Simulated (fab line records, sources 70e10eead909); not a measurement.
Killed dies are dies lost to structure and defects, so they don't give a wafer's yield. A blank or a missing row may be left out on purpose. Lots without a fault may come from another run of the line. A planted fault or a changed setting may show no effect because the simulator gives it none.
Chamber matching | flow nand_harc | NHARC_A_M1_CMP_23 on cmp-04: 4 sister chambers
The step polishes, t overpolish 20 s, target thk 154.34 nm. 7 wafers are shown with their chamber, then 10 later ones without.

WAFERS WITH THEIR CHAMBER
wafer  | chamber | motor_current_A (A) | time_to_endpoint_s (s)
L080.6 | 1       | 11.2                | 27.7
L081.1 | 2       | 10.6                | 27.6
L084.6 | 3       | 10.6                | 29.1
L083.4 | 3       | 10.0                | 28.0
L083.6 | 0       | 11.3                | 27.2
L088.2 | 0       | 11.8                | 25.9
L088.4 | 1       | 11.1                | 29.2

WAFERS WITHOUT THEIR CHAMBER
wafer  | motor_current_A (A) | time_to_endpoint_s (s)
L088.6 | 11.8                | 28.0
L090.1 | 10.4                | 28.8
L090.3 | 11.1                | 27.2
L090.6 | 11.2                | 30.2
L092.3 | 10.9                | 26.6
L092.4 | 10.9                | 27.3
L092.6 | 10.7                | 30.8
L093.1 | 11.1                | 24.7
L093.3 | 11.4                | 25.4
L093.5 | 12.1                | 23.9

WHICH CHAMBER EACH WENT THROUGH
wafer  | from the rows above               | in truth
L088.6 | can't be placed: 0 or 1           | 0
L090.1 | can't be placed: 3 or 2 or 1      | 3
L090.3 | can't be placed: 1 or 0 or 2 or 3 | 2
L090.6 | can't be placed: 1 or 3 or 2      | 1
L092.3 | can't be placed: 2 or 0 or 1 or 3 | 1
L092.4 | can't be placed: 2 or 1 or 0 or 3 | 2
L092.6 | can't be placed: 3 or 1 or 2      | 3
L093.1 | can't be placed: 0 or 2 or 1      | 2
L093.3 | 0                                 | 0
L093.5 | 0                                 | 0
Placed correctly: 2 of 10. Can't be placed from these rows: 8 (the true chamber is among the candidates in 8). Placed wrongly: 0.
How it was worked out, from the rows above alone: a wafer's distance from a chamber is the root of the sum, over the readings, of the square of ((its reading less the chamber's mean) divided by the reading's scatter). The wafer belongs to the nearest chamber; if the next one is less than 2 further off, it can't be placed. A chamber's mean is the mean of its shown wafers. The scatter: the root of (the sum of the squares of (reading less its chamber's mean) over the shown wafers, divided by (wafers less chambers)).
